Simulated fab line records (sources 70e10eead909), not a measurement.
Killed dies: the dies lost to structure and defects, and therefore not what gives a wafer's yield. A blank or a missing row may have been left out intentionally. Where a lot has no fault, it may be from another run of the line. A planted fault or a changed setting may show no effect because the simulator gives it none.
Which tool was responsible? :: flow nandHarc :: 21 lots with 63 wafers sampled at 5 steps, on a route of 1302 steps

== WHAT THE GAUGES READ, wafer by wafer ==
NHARC_A_STAIRCASE_INSPECT_155.
lot: L074
measured: day 19 13:02
on: defectInspect-02
rawDefectCount: 455 349 288

lot: L076
measured: day 19 12:45
on: defectInspect-01
rawDefectCount: 543 275 367

lot: L075
measured: day 19 12:39
on: defectInspect-02
rawDefectCount: 652 694 642

lot: L077
measured: day 20 09:41
on: defectInspect-01
rawDefectCount: 402 475 451

lot: L078
measured: day 20 09:44
on: defectInspect-02
rawDefectCount: 302 267 331

lot: L079
measured: day 21 01:44
on: defectInspect-01
rawDefectCount: 461 469 504

lot: L080
measured: day 21 01:57
on: defectInspect-02
rawDefectCount: 287 370 356

lot: L081
measured: day 21 20:52
on: defectInspect-02
rawDefectCount: 340 238 310

lot: L082
measured: day 22 21:38
on: defectInspect-02
rawDefectCount: 695 572 498

lot: L083
measured: day 22 21:54
on: defectInspect-01
rawDefectCount: 332 330 257

lot: L084
measured: day 22 22:58
on: defectInspect-02
rawDefectCount: 460 527 694

lot: L085
measured: day 23 19:37
on: defectInspect-01
rawDefectCount: 475 347 493

lot: L087
measured: day 24 04:04
on: defectInspect-01
rawDefectCount: 391 345 325

lot: L086
measured: day 24 03:16
on: defectInspect-01
rawDefectCount: 410 459 336

lot: L088
measured: day 24 21:10
on: defectInspect-01
rawDefectCount: 352 331 422

lot: L092
measured: day 27 04:04
on: defectInspect-02
rawDefectCount: 442 452 523

lot: L094
measured: day 27 03:14
on: defectInspect-01
rawDefectCount: 384 531 379

lot: L093
measured: day 27 03:34
on: defectInspect-02
rawDefectCount: 386 562 448

lot: L095
measured: day 27 23:19
on: defectInspect-01
rawDefectCount: 323 516 248

lot: L097
measured: day 28 04:47
on: defectInspect-02
rawDefectCount: 355 536 387

lot: L096
measured: day 28 04:31
on: defectInspect-01
rawDefectCount: 440 422 660

== TOOL THAT RAN EACH LOT (tool first, then ch and the chambers of the sampled wafers, then the start) ==
lot: L074
NHARC_A_STAIRCASE_ETCH_452: rieDiel-08 ch 0,1,2, day 17 11:29 or earlier
NHARC_A_STAIRCASE_ETCH_453: rieDiel-02 ch 0,1,2, day 17 11:29 or earlier
NHARC_A_STAIRCASE_STRIP_476: rieDiel-08 ch 0,1,3, day 17 11:29
NHARC_A_STAIRCASE_ETCHBACK_157: rieDiel-08 ch 0,1,2, day 19 12:04

lot: L076
NHARC_A_STAIRCASE_ETCH_452: rieDiel-09 ch 1,2,3, day 17 19:34 or earlier
NHARC_A_STAIRCASE_ETCH_453: rieDiel-08 ch 1,2,3, day 17 19:34 or earlier
NHARC_A_STAIRCASE_STRIP_476: rieDiel-08 ch 0,3, day 17 19:34
NHARC_A_STAIRCASE_ETCHBACK_157: rieDiel-09 ch 1,3, day 19 11:51

lot: L075
NHARC_A_STAIRCASE_ETCH_452: rieDiel-08 ch 0,2,3, day 17 23:19 or earlier
NHARC_A_STAIRCASE_ETCH_453: rieDiel-02 ch 1,2, day 17 23:19 or earlier
NHARC_A_STAIRCASE_STRIP_476: rieDiel-02 ch 0,3, day 17 23:19
NHARC_A_STAIRCASE_ETCHBACK_157: rieDiel-02 ch 0,1,2, day 19 11:46

lot: L077
NHARC_A_STAIRCASE_ETCH_452: rieDiel-08 ch 0,1, day 18 16:33 or earlier
NHARC_A_STAIRCASE_ETCH_453: rieDiel-02 ch 2,3, day 18 16:33 or earlier
NHARC_A_STAIRCASE_STRIP_476: rieDiel-02 ch 0,1, day 18 16:33
NHARC_A_STAIRCASE_ETCHBACK_157: rieDiel-09 ch 2,3, day 20 08:47

lot: L078
NHARC_A_STAIRCASE_ETCH_452: rieDiel-09 ch 1,2,3, day 18 16:45 or earlier
NHARC_A_STAIRCASE_ETCH_453: rieDiel-02 ch 0,1, day 18 16:45 or earlier
NHARC_A_STAIRCASE_STRIP_476: rieDiel-09 ch 0,2, day 18 16:45
NHARC_A_STAIRCASE_ETCHBACK_157: rieDiel-02 ch 0,2,3, day 20 08:50

lot: L079
NHARC_A_STAIRCASE_ETCH_452: rieDiel-08 ch 0,1,2, day 19 02:11 or earlier
NHARC_A_STAIRCASE_ETCH_453: rieDiel-08 ch 0,3, day 19 02:11 or earlier
NHARC_A_STAIRCASE_STRIP_476: rieDiel-02 ch 0,1, day 19 02:11
NHARC_A_STAIRCASE_ETCHBACK_157: rieDiel-09 ch 0,1,2, day 21 00:52

lot: L080
NHARC_A_STAIRCASE_ETCH_452: rieDiel-09 ch 0,1, day 19 03:29 or earlier
NHARC_A_STAIRCASE_ETCH_453: rieDiel-08 ch 1,2, day 19 03:29 or earlier
NHARC_A_STAIRCASE_STRIP_476: rieDiel-08 ch 1,3, day 19 03:29
NHARC_A_STAIRCASE_ETCHBACK_157: rieDiel-09 ch 0,2,3, day 21 01:04

lot: L081
NHARC_A_STAIRCASE_ETCH_452: rieDiel-09 ch 1,2, day 20 00:19 or earlier
NHARC_A_STAIRCASE_ETCH_453: rieDiel-02 ch 0,1,2, day 20 00:19 or earlier
NHARC_A_STAIRCASE_STRIP_476: rieDiel-02 ch 0,1,3, day 20 00:19
NHARC_A_STAIRCASE_ETCHBACK_157: rieDiel-08 ch 1,2, day 21 19:55

lot: L082
NHARC_A_STAIRCASE_ETCH_452: rieDiel-08 ch 0,2,3, day 21 01:05 or earlier
NHARC_A_STAIRCASE_ETCH_453: rieDiel-09 ch 0,2,3, day 21 01:05 or earlier
NHARC_A_STAIRCASE_STRIP_476: rieDiel-08 ch 0,2,3, day 21 01:05
NHARC_A_STAIRCASE_ETCHBACK_157: rieDiel-08 ch 1,2,3, day 22 20:46

lot: L083
NHARC_A_STAIRCASE_ETCH_452: rieDiel-08 ch 0,1, day 20 22:41 or earlier
NHARC_A_STAIRCASE_ETCH_453: rieDiel-02 ch 2,3, day 20 22:41 or earlier
NHARC_A_STAIRCASE_STRIP_476: rieDiel-02 ch 2,3, day 20 22:41
NHARC_A_STAIRCASE_ETCHBACK_157: rieDiel-09 ch 1,2, day 22 21:02

lot: L084
NHARC_A_STAIRCASE_ETCH_452: rieDiel-09 ch 0,1,3, day 21 01:23 or earlier
NHARC_A_STAIRCASE_ETCH_453: rieDiel-02 ch 2,3, day 21 01:23 or earlier
NHARC_A_STAIRCASE_STRIP_476: rieDiel-08 ch 0,3, day 21 01:23
NHARC_A_STAIRCASE_ETCHBACK_157: rieDiel-02 ch 0,3, day 22 22:04

lot: L085
NHARC_A_STAIRCASE_ETCH_452: rieDiel-09 ch 1,2, day 21 17:36 or earlier
NHARC_A_STAIRCASE_ETCH_453: rieDiel-08 ch 0,2, day 21 17:36 or earlier
NHARC_A_STAIRCASE_STRIP_476: rieDiel-08 ch 0,1, day 21 17:36
NHARC_A_STAIRCASE_ETCHBACK_157: rieDiel-09 ch 0,3, day 23 18:40

lot: L087
NHARC_A_STAIRCASE_ETCH_452: rieDiel-02 ch 0,2,3, day 22 04:35 or earlier
NHARC_A_STAIRCASE_ETCH_453: rieDiel-08 ch 0,1,3, day 22 04:35 or earlier
NHARC_A_STAIRCASE_STRIP_476: rieDiel-09 ch 0,2,3, day 22 04:35
NHARC_A_STAIRCASE_ETCHBACK_157: rieDiel-02 ch 0,1,2, day 24 03:10

lot: L086
NHARC_A_STAIRCASE_ETCH_452: rieDiel-02 ch 1,2, day 22 05:55 or earlier
NHARC_A_STAIRCASE_ETCH_453: rieDiel-08 ch 2,3, day 22 05:55 or earlier
NHARC_A_STAIRCASE_STRIP_476: rieDiel-09 ch 1,2, day 22 05:55
NHARC_A_STAIRCASE_ETCHBACK_157: rieDiel-09 ch 0,2,3, day 24 02:23

lot: L088
NHARC_A_STAIRCASE_ETCH_452: rieDiel-08 ch 0,2,3, day 22 22:42 or earlier
NHARC_A_STAIRCASE_ETCH_453: rieDiel-09 ch 0,1,3, day 22 22:42 or earlier
NHARC_A_STAIRCASE_STRIP_476: rieDiel-08 ch 0,1, day 22 22:42
NHARC_A_STAIRCASE_ETCHBACK_157: rieDiel-08 ch 2,3, day 24 20:13

lot: L092
NHARC_A_STAIRCASE_ETCH_452: rieDiel-08 ch 0,2,3, day 25 07:42 or earlier
NHARC_A_STAIRCASE_ETCH_453: rieDiel-08 ch 0,2,3, day 25 07:42 or earlier
NHARC_A_STAIRCASE_STRIP_476: rieDiel-08 ch 0,2,3, day 25 07:42
NHARC_A_STAIRCASE_ETCHBACK_157: rieDiel-09 ch 0,2,3, day 27 02:56

lot: L094
NHARC_A_STAIRCASE_ETCH_452: rieDiel-08 ch 0,2,3, day 25 09:48 or earlier
NHARC_A_STAIRCASE_ETCH_453: rieDiel-09 ch 0,2,3, day 25 09:48 or earlier
NHARC_A_STAIRCASE_STRIP_476: rieDiel-02 ch 1,2,3, day 25 09:48
NHARC_A_STAIRCASE_ETCHBACK_157: rieDiel-09 ch 2,3, day 27 02:22

lot: L093
NHARC_A_STAIRCASE_ETCH_452: rieDiel-09 ch 0,2,3, day 25 10:23 or earlier
NHARC_A_STAIRCASE_ETCH_453: rieDiel-08 ch 1,2, day 25 10:23 or earlier
NHARC_A_STAIRCASE_STRIP_476: rieDiel-02 ch 2,3, day 25 10:23
NHARC_A_STAIRCASE_ETCHBACK_157: rieDiel-08 ch 1,2, day 27 02:38

lot: L095
NHARC_A_STAIRCASE_ETCH_452: rieDiel-09 ch 1,2,3, day 26 03:40 or earlier
NHARC_A_STAIRCASE_ETCH_453: rieDiel-09 ch 0,2,3, day 26 03:40 or earlier
NHARC_A_STAIRCASE_STRIP_476: rieDiel-08 ch 0,1, day 26 03:40
NHARC_A_STAIRCASE_ETCHBACK_157: rieDiel-02 ch 0,2,3, day 27 22:26

lot: L097
NHARC_A_STAIRCASE_ETCH_452: rieDiel-09 ch 1,2,3, day 26 06:50 or earlier
NHARC_A_STAIRCASE_ETCH_453: rieDiel-02 ch 0,1,3, day 26 06:50 or earlier
NHARC_A_STAIRCASE_STRIP_476: rieDiel-09 ch 0,1,3, day 26 06:50
NHARC_A_STAIRCASE_ETCHBACK_157: rieDiel-02 ch 0,1,2, day 28 03:52

lot: L096
NHARC_A_STAIRCASE_ETCH_452: rieDiel-08 ch 0,2,3, day 26 09:04 or earlier
NHARC_A_STAIRCASE_ETCH_453: rieDiel-02 ch 0,2,3, day 26 09:04 or earlier
NHARC_A_STAIRCASE_STRIP_476: rieDiel-09 ch 1,2, day 26 09:04
NHARC_A_STAIRCASE_ETCHBACK_157: rieDiel-09 ch 0,3, day 28 03:37
- NHARC_A_STAIRCASE_ETCH_452: etches the open film in CF4/O2, target depth 30 nm, overetch 3 nm, time 16.5 s.
- NHARC_A_STAIRCASE_ETCH_453: etches the open film in CF4/O2, target depth 30 nm, overetch 3 nm, time 16.5 s.
- NHARC_A_STAIRCASE_STRIP_476: strips in O2, time 20 s.
- NHARC_A_STAIRCASE_ETCHBACK_157: etches the open film in CH3F/O2, target depth 90 nm, time 167.14 s.

== AS READ BY THE TOOLS THEMSELVES (means over the sampled wafers that have a number; for cases with no such wafer, the mark the record gives instead) ==
NHARC_A_STAIRCASE_ETCH_452.
lot: L074
tool: rieDiel-08
drypumpMotorCurrentA (A): 5.6
oesProductAu (a.u.): 1.004
rfVppV (V): 197.1
showerheadPlenumPTorr (Torr): 1.35
throttleValvePct (%): 13.402

lot: L076
tool: rieDiel-09
drypumpMotorCurrentA (A): 5.3
oesProductAu (a.u.): 0.996
rfVppV (V): 196.3
showerheadPlenumPTorr (Torr): 1.30
throttleValvePct (%): 13.392

lot: L075
tool: rieDiel-08
drypumpMotorCurrentA (A): 5.3
oesProductAu (a.u.): 1.010
rfVppV (V): 197.7
showerheadPlenumPTorr (Torr): 1.31
throttleValvePct (%): 13.398

lot: L077
tool: rieDiel-08
drypumpMotorCurrentA (A): 5.6
oesProductAu (a.u.): 1.001
rfVppV (V): 197.6
showerheadPlenumPTorr (Torr): 1.34
throttleValvePct (%): 13.399

lot: L078
tool: rieDiel-09
drypumpMotorCurrentA (A): 5.3
oesProductAu (a.u.): 0.996
rfVppV (V): 196.8
showerheadPlenumPTorr (Torr): 1.30
throttleValvePct (%): 13.402

lot: L079
tool: rieDiel-08
drypumpMotorCurrentA (A): 5.6
oesProductAu (a.u.): 0.992
rfVppV (V): 198.6
showerheadPlenumPTorr (Torr): 1.34
throttleValvePct (%): 13.403

lot: L080
tool: rieDiel-09
drypumpMotorCurrentA (A): 6.2
oesProductAu (a.u.): 0.994
rfVppV (V): 198.2
showerheadPlenumPTorr (Torr): 1.35
throttleValvePct (%): 13.401

lot: L081
tool: rieDiel-09
drypumpMotorCurrentA (A): 5.4
oesProductAu (a.u.): 0.991
rfVppV (V): 195.9
showerheadPlenumPTorr (Torr): 1.26
throttleValvePct (%): 13.388

lot: L082
tool: rieDiel-08
drypumpMotorCurrentA (A): 5.4
oesProductAu (a.u.): 1.002
rfVppV (V): 197.9
showerheadPlenumPTorr (Torr): 1.31
throttleValvePct (%): 13.395

lot: L083
tool: rieDiel-08
drypumpMotorCurrentA (A): 5.6
oesProductAu (a.u.): 1.001
rfVppV (V): 198.0
showerheadPlenumPTorr (Torr): 1.38
throttleValvePct (%): 13.398

lot: L084
tool: rieDiel-09
drypumpMotorCurrentA (A): 5.7
oesProductAu (a.u.): 0.997
rfVppV (V): 197.5
showerheadPlenumPTorr (Torr): 1.36
throttleValvePct (%): 13.400

lot: L085
tool: rieDiel-09
drypumpMotorCurrentA (A): 5.4
oesProductAu (a.u.): 0.997
rfVppV (V): 196.2
showerheadPlenumPTorr (Torr): 1.26
throttleValvePct (%): 13.401

lot: L087
tool: rieDiel-02
drypumpMotorCurrentA (A): 5.8
oesProductAu (a.u.): 1.004
rfVppV (V): 198.8
showerheadPlenumPTorr (Torr): 1.35
throttleValvePct (%): 13.400

lot: L086
tool: rieDiel-02
drypumpMotorCurrentA (A): 6.1
oesProductAu (a.u.): 0.994
rfVppV (V): 198.3
showerheadPlenumPTorr (Torr): 1.35
throttleValvePct (%): 13.400

lot: L088
tool: rieDiel-08
drypumpMotorCurrentA (A): 5.3
oesProductAu (a.u.): 1.010
rfVppV (V): 198.1
showerheadPlenumPTorr (Torr): 1.31
throttleValvePct (%): 13.394

lot: L092
tool: rieDiel-08
drypumpMotorCurrentA (A): 5.3
oesProductAu (a.u.): 1.003
rfVppV (V): 198.0
showerheadPlenumPTorr (Torr): 1.30
throttleValvePct (%): 13.403

lot: L094
tool: rieDiel-08
drypumpMotorCurrentA (A): 5.3
oesProductAu (a.u.): 1.006
rfVppV (V): 197.5
showerheadPlenumPTorr (Torr): 1.30
throttleValvePct (%): 13.402

lot: L093
tool: rieDiel-09
drypumpMotorCurrentA (A): 5.3
oesProductAu (a.u.): 0.988
rfVppV (V): 198.2
showerheadPlenumPTorr (Torr): 1.39
throttleValvePct (%): 13.394

lot: L095
tool: rieDiel-09
drypumpMotorCurrentA (A): 5.3
oesProductAu (a.u.): 0.994
rfVppV (V): 198.0
showerheadPlenumPTorr (Torr): 1.36
throttleValvePct (%): 13.396

lot: L097
tool: rieDiel-09
drypumpMotorCurrentA (A): 5.3
oesProductAu (a.u.): 0.995
rfVppV (V): 199.1
showerheadPlenumPTorr (Torr): 1.36
throttleValvePct (%): 13.401

lot: L096
tool: rieDiel-08
drypumpMotorCurrentA (A): 5.3
oesProductAu (a.u.): 1.008
rfVppV (V): 196.8
showerheadPlenumPTorr (Torr): 1.30
throttleValvePct (%): 13.398

NHARC_A_STAIRCASE_ETCH_453.
lot: L074
tool: rieDiel-02
drypumpMotorCurrentA (A): 6.2
oesProductAu (a.u.): 1.004
rfVppV (V): 198.2
showerheadPlenumPTorr (Torr): 1.38
throttleValvePct (%): 13.395

lot: L076
tool: rieDiel-08
drypumpMotorCurrentA (A): 5.3
oesProductAu (a.u.): 1.011
rfVppV (V): 198.3
showerheadPlenumPTorr (Torr): 1.36
throttleValvePct (%): 13.390

lot: L075
tool: rieDiel-02
drypumpMotorCurrentA (A): 5.9
oesProductAu (a.u.): 0.997
rfVppV (V): 199.1
showerheadPlenumPTorr (Torr): 1.36
throttleValvePct (%): 13.399

lot: L077
tool: rieDiel-02
drypumpMotorCurrentA (A): 5.2
oesProductAu (a.u.): 0.997
rfVppV (V): 196.7
showerheadPlenumPTorr (Torr): 1.31
throttleValvePct (%): 13.391

lot: L078
tool: rieDiel-02
drypumpMotorCurrentA (A): 6.6
oesProductAu (a.u.): 1.005
rfVppV (V): 200.6
showerheadPlenumPTorr (Torr): 1.40
throttleValvePct (%): 13.398

lot: L079
tool: rieDiel-08
drypumpMotorCurrentA (A): 5.4
oesProductAu (a.u.): 0.995
rfVppV (V): 197.1
showerheadPlenumPTorr (Torr): 1.29
throttleValvePct (%): 13.409

lot: L080
tool: rieDiel-08
drypumpMotorCurrentA (A): 5.6
oesProductAu (a.u.): 1.005
rfVppV (V): 198.8
showerheadPlenumPTorr (Torr): 1.39
throttleValvePct (%): 13.404

lot: L081
tool: rieDiel-02
drypumpMotorCurrentA (A): 6.2
oesProductAu (a.u.): 1.002
rfVppV (V): 199.1
showerheadPlenumPTorr (Torr): 1.38
throttleValvePct (%): 13.394

lot: L082
tool: rieDiel-09
drypumpMotorCurrentA (A): 5.2
oesProductAu (a.u.): 0.999
rfVppV (V): 198.1
showerheadPlenumPTorr (Torr): 1.33
throttleValvePct (%): 13.398

lot: L083
tool: rieDiel-02
drypumpMotorCurrentA (A): 5.4
oesProductAu (a.u.): 0.994
rfVppV (V): 197.9
showerheadPlenumPTorr (Torr): 1.33
throttleValvePct (%): 13.397

lot: L084
tool: rieDiel-02
drypumpMotorCurrentA (A): 5.4
oesProductAu (a.u.): 0.993
rfVppV (V): 197.1
showerheadPlenumPTorr (Torr): 1.33
throttleValvePct (%): 13.389

lot: L085
tool: rieDiel-08
drypumpMotorCurrentA (A): 5.5
oesProductAu (a.u.): 1.002
rfVppV (V): 197.5
showerheadPlenumPTorr (Torr): 1.31
throttleValvePct (%): 13.400

lot: L087
tool: rieDiel-08
drypumpMotorCurrentA (A): 5.4
oesProductAu (a.u.): 1.001
rfVppV (V): 197.2
showerheadPlenumPTorr (Torr): 1.34
throttleValvePct (%): 13.392

lot: L086
tool: rieDiel-08
drypumpMotorCurrentA (A): 5.3
oesProductAu (a.u.): 1.008
rfVppV (V): 197.1
showerheadPlenumPTorr (Torr): 1.32
throttleValvePct (%): 13.391

lot: L088
tool: rieDiel-09
drypumpMotorCurrentA (A): 5.7
oesProductAu (a.u.): 0.989
rfVppV (V): 198.8
showerheadPlenumPTorr (Torr): 1.35
throttleValvePct (%): 13.397

lot: L092
tool: rieDiel-08
drypumpMotorCurrentA (A): 5.3
oesProductAu (a.u.): 1.007
rfVppV (V): 196.3
showerheadPlenumPTorr (Torr): 1.30
throttleValvePct (%): 13.397

lot: L094
tool: rieDiel-09
drypumpMotorCurrentA (A): 5.3
oesProductAu (a.u.): 1.003
rfVppV (V): 199.2
showerheadPlenumPTorr (Torr): 1.39
throttleValvePct (%): 13.394

lot: L093
tool: rieDiel-08
drypumpMotorCurrentA (A): 5.6
oesProductAu (a.u.): 0.991
rfVppV (V): 198.3
showerheadPlenumPTorr (Torr): 1.35
throttleValvePct (%): 13.400

lot: L095
tool: rieDiel-09
drypumpMotorCurrentA (A): 5.3
oesProductAu (a.u.): 1.001
rfVppV (V): 198.4
showerheadPlenumPTorr (Torr): 1.39
throttleValvePct (%): 13.396

lot: L097
tool: rieDiel-02
drypumpMotorCurrentA (A): 6.0
oesProductAu (a.u.): 0.995
rfVppV (V): 197.1
showerheadPlenumPTorr (Torr): 1.34
throttleValvePct (%): 13.399

lot: L096
tool: rieDiel-02
drypumpMotorCurrentA (A): 5.8
oesProductAu (a.u.): 0.995
rfVppV (V): 196.9
showerheadPlenumPTorr (Torr): 1.34
throttleValvePct (%): 13.401

NHARC_A_STAIRCASE_STRIP_476.
lot: L074
tool: rieDiel-08
drypumpMotorCurrentA (A): 5.3
oesProductAu (a.u.): 1.015
rfVppV (V): 57.6
showerheadPlenumPTorr (Torr): 3.57
throttleValvePct (%): 17.046

lot: L076
tool: rieDiel-08
drypumpMotorCurrentA (A): 5.4
oesProductAu (a.u.): 1.007
rfVppV (V): 58.5
showerheadPlenumPTorr (Torr): 3.43
throttleValvePct (%): 17.030

lot: L075
tool: rieDiel-02
drypumpMotorCurrentA (A): 6.1
oesProductAu (a.u.): 1.011
rfVppV (V): 58.4
showerheadPlenumPTorr (Torr): 3.64
throttleValvePct (%): 17.042

lot: L077
tool: rieDiel-02
drypumpMotorCurrentA (A): 6.4
oesProductAu (a.u.): 1.001
rfVppV (V): 58.4
showerheadPlenumPTorr (Torr): 3.64
throttleValvePct (%): 17.047

lot: L078
tool: rieDiel-09
drypumpMotorCurrentA (A): 5.7
oesProductAu (a.u.): 0.988
rfVppV (V): 57.5
showerheadPlenumPTorr (Torr): 3.58
throttleValvePct (%): 17.034

lot: L079
tool: rieDiel-02
drypumpMotorCurrentA (A): 6.4
oesProductAu (a.u.): 0.995
rfVppV (V): 57.4
showerheadPlenumPTorr (Torr): 3.64
throttleValvePct (%): 17.042

lot: L080
tool: rieDiel-08
drypumpMotorCurrentA (A): 5.4
oesProductAu (a.u.): 1.004
rfVppV (V): 58.3
showerheadPlenumPTorr (Torr): 3.68
throttleValvePct (%): 17.039

lot: L081
tool: rieDiel-02
drypumpMotorCurrentA (A): 6.0
oesProductAu (a.u.): 1.001
rfVppV (V): 57.1
showerheadPlenumPTorr (Torr): 3.57
throttleValvePct (%): 17.027

lot: L082
tool: rieDiel-08
drypumpMotorCurrentA (A): 5.3
oesProductAu (a.u.): 1.002
rfVppV (V): 57.5
showerheadPlenumPTorr (Torr): 3.46
throttleValvePct (%): 17.036

lot: L083
tool: rieDiel-02
drypumpMotorCurrentA (A): 5.2
oesProductAu (a.u.): 0.992
rfVppV (V): 57.7
showerheadPlenumPTorr (Torr): 3.44
throttleValvePct (%): 17.042

lot: L084
tool: rieDiel-08
drypumpMotorCurrentA (A): 5.4
oesProductAu (a.u.): 1.007
rfVppV (V): 57.9
showerheadPlenumPTorr (Torr): 3.42
throttleValvePct (%): 17.027

lot: L085
tool: rieDiel-08
drypumpMotorCurrentA (A): 5.6
oesProductAu (a.u.): 1.004
rfVppV (V): 58.1
showerheadPlenumPTorr (Torr): 3.64
throttleValvePct (%): 17.040

lot: L087
tool: rieDiel-09
drypumpMotorCurrentA (A): 5.3
oesProductAu (a.u.): 0.991
rfVppV (V): 58.9
showerheadPlenumPTorr (Torr): 3.68
throttleValvePct (%): 17.038

lot: L086
tool: rieDiel-09
drypumpMotorCurrentA (A): 5.9
oesProductAu (a.u.): 0.978
rfVppV (V): 58.2
showerheadPlenumPTorr (Torr): 3.58
throttleValvePct (%): 17.032

lot: L088
tool: rieDiel-08
drypumpMotorCurrentA (A): 5.6
oesProductAu (a.u.): 1.009
rfVppV (V): 58.4
showerheadPlenumPTorr (Torr): 3.63
throttleValvePct (%): 17.034

lot: L092
tool: rieDiel-08
drypumpMotorCurrentA (A): 5.3
oesProductAu (a.u.): 1.014
rfVppV (V): 57.8
showerheadPlenumPTorr (Torr): 3.44
throttleValvePct (%): 17.035

lot: L094
tool: rieDiel-02
drypumpMotorCurrentA (A): 5.6
oesProductAu (a.u.): 0.990
rfVppV (V): 57.9
showerheadPlenumPTorr (Torr): 3.49
throttleValvePct (%): 17.033

lot: L093
tool: rieDiel-02
drypumpMotorCurrentA (A): 5.4
oesProductAu (a.u.): 0.998
rfVppV (V): 58.4
showerheadPlenumPTorr (Torr): 3.49
throttleValvePct (%): 17.037

lot: L095
tool: rieDiel-08
drypumpMotorCurrentA (A): 5.6
oesProductAu (a.u.): 1.009
rfVppV (V): 57.7
showerheadPlenumPTorr (Torr): 3.49
throttleValvePct (%): 17.038

lot: L097
tool: rieDiel-09
drypumpMotorCurrentA (A): 5.7
oesProductAu (a.u.): 0.993
rfVppV (V): 57.7
showerheadPlenumPTorr (Torr): 3.55
throttleValvePct (%): 17.038

lot: L096
tool: rieDiel-09
drypumpMotorCurrentA (A): 5.8
oesProductAu (a.u.): 0.982
rfVppV (V): 58.9
showerheadPlenumPTorr (Torr): 3.57
throttleValvePct (%): 17.039

NHARC_A_STAIRCASE_ETCHBACK_157.
lot: L074
tool: rieDiel-08
drypumpMotorCurrentA (A): 5.6
oesProductAu (a.u.): 0.94
rfVppV (V): 245.0
showerheadPlenumPTorr (Torr): 2.47
throttleValvePct (%): 20.672

lot: L076
tool: rieDiel-09
drypumpMotorCurrentA (A): 5.7
oesProductAu (a.u.): 1.00
rfVppV (V): 244.0
showerheadPlenumPTorr (Torr): 2.44
throttleValvePct (%): 20.655

lot: L075
tool: rieDiel-02
drypumpMotorCurrentA (A): 6.2
oesProductAu (a.u.): 0.92
rfVppV (V): 245.0
showerheadPlenumPTorr (Torr): 2.54
throttleValvePct (%): 20.663

lot: L077
tool: rieDiel-09
drypumpMotorCurrentA (A): 4.8
oesProductAu (a.u.): 0.95
rfVppV (V): 243.9
showerheadPlenumPTorr (Torr): 2.40
throttleValvePct (%): 20.665

lot: L078
tool: rieDiel-02
drypumpMotorCurrentA (A): 5.8
oesProductAu (a.u.): 0.98
rfVppV (V): 244.9
showerheadPlenumPTorr (Torr): 2.49
throttleValvePct (%): 20.656

lot: L079
tool: rieDiel-09
drypumpMotorCurrentA (A): 5.8
oesProductAu (a.u.): 0.92
rfVppV (V): 242.7
showerheadPlenumPTorr (Torr): 2.43
throttleValvePct (%): 20.667

lot: L080
tool: rieDiel-09
drypumpMotorCurrentA (A): 5.3
oesProductAu (a.u.): 0.92
rfVppV (V): 244.9
showerheadPlenumPTorr (Torr): 2.44
throttleValvePct (%): 20.659

lot: L081
tool: rieDiel-08
drypumpMotorCurrentA (A): 5.6
oesProductAu (a.u.): 1.00
rfVppV (V): 244.9
showerheadPlenumPTorr (Torr): 2.56
throttleValvePct (%): 20.671

lot: L082
tool: rieDiel-08
drypumpMotorCurrentA (A): 5.3
oesProductAu (a.u.): 0.98
rfVppV (V): 244.9
showerheadPlenumPTorr (Torr): 2.49
throttleValvePct (%): 20.662

lot: L083
tool: rieDiel-09
drypumpMotorCurrentA (A): 5.4
oesProductAu (a.u.): 0.99
rfVppV (V): 246.5
showerheadPlenumPTorr (Torr): 2.58
throttleValvePct (%): 20.657

lot: L084
tool: rieDiel-02
drypumpMotorCurrentA (A): 6.1
oesProductAu (a.u.): 0.96
rfVppV (V): 244.9
showerheadPlenumPTorr (Torr): 2.51
throttleValvePct (%): 20.665

lot: L085
tool: rieDiel-09
drypumpMotorCurrentA (A): 5.2
oesProductAu (a.u.): 1.00
rfVppV (V): 245.7
showerheadPlenumPTorr (Torr): 2.50
throttleValvePct (%): 20.657

lot: L087
tool: rieDiel-02
drypumpMotorCurrentA (A): 6.2
oesProductAu (a.u.): 0.93
rfVppV (V): 245.2
showerheadPlenumPTorr (Torr): 2.53
throttleValvePct (%): 20.666

lot: L086
tool: rieDiel-09
drypumpMotorCurrentA (A): 5.3
oesProductAu (a.u.): 0.93
rfVppV (V): 245.2
showerheadPlenumPTorr (Torr): 2.56
throttleValvePct (%): 20.678

lot: L088
tool: rieDiel-08
drypumpMotorCurrentA (A): 5.4
oesProductAu (a.u.): 1.00
rfVppV (V): 242.8
showerheadPlenumPTorr (Torr): 2.42
throttleValvePct (%): 20.659

lot: L092
tool: rieDiel-09
drypumpMotorCurrentA (A): 5.3
oesProductAu (a.u.): 0.98
rfVppV (V): 245.3
showerheadPlenumPTorr (Torr): 2.55
throttleValvePct (%): 20.657

lot: L094
tool: rieDiel-09
drypumpMotorCurrentA (A): 4.9
oesProductAu (a.u.): 0.97
rfVppV (V): 245.3
showerheadPlenumPTorr (Torr): 2.57
throttleValvePct (%): 20.661

lot: L093
tool: rieDiel-08
drypumpMotorCurrentA (A): 5.6
oesProductAu (a.u.): 0.93
rfVppV (V): 244.1
showerheadPlenumPTorr (Torr): 2.48
throttleValvePct (%): 20.668

lot: L095
tool: rieDiel-02
drypumpMotorCurrentA (A): 5.8
oesProductAu (a.u.): 0.97
rfVppV (V): 244.1
showerheadPlenumPTorr (Torr): 2.46
throttleValvePct (%): 20.666

lot: L097
tool: rieDiel-02
drypumpMotorCurrentA (A): 6.2
oesProductAu (a.u.): 0.92
rfVppV (V): 245.1
showerheadPlenumPTorr (Torr): 2.51
throttleValvePct (%): 20.665

lot: L096
tool: rieDiel-09
drypumpMotorCurrentA (A): 5.6
oesProductAu (a.u.): 0.93
rfVppV (V): 245.1
showerheadPlenumPTorr (Torr): 2.52
throttleValvePct (%): 20.666

== THE ANSWER, worked out from the rows above alone ==
Rule: usual is defined by the lots themselves. Put in order of their means at a reading, lots are off if they are a third of the lots or fewer, leave a main group of 4 or more, and stand apart from it by a gap of 3 or more times the standard deviation of the main group's means; of several such gaps the widest counts. A main group is skipped when, at the precision printed for the reading in the tables above, its means are all equal. A lot without any number at a reading at which 4 lots or more have one is off too. The other lots that the step has rows for count as sound. After the gauges, taken in route order, come the tools' own readings; for these a lot's mean is taken, as printed above. The first step at which some lot is off is used, and at that step the reading that is off furthest; a lot without a number counts as furthest.
No lot is off at any reading shown: from this, nothing can be told.

== WHAT WAS PUT IN BY THE SIMULATOR ==
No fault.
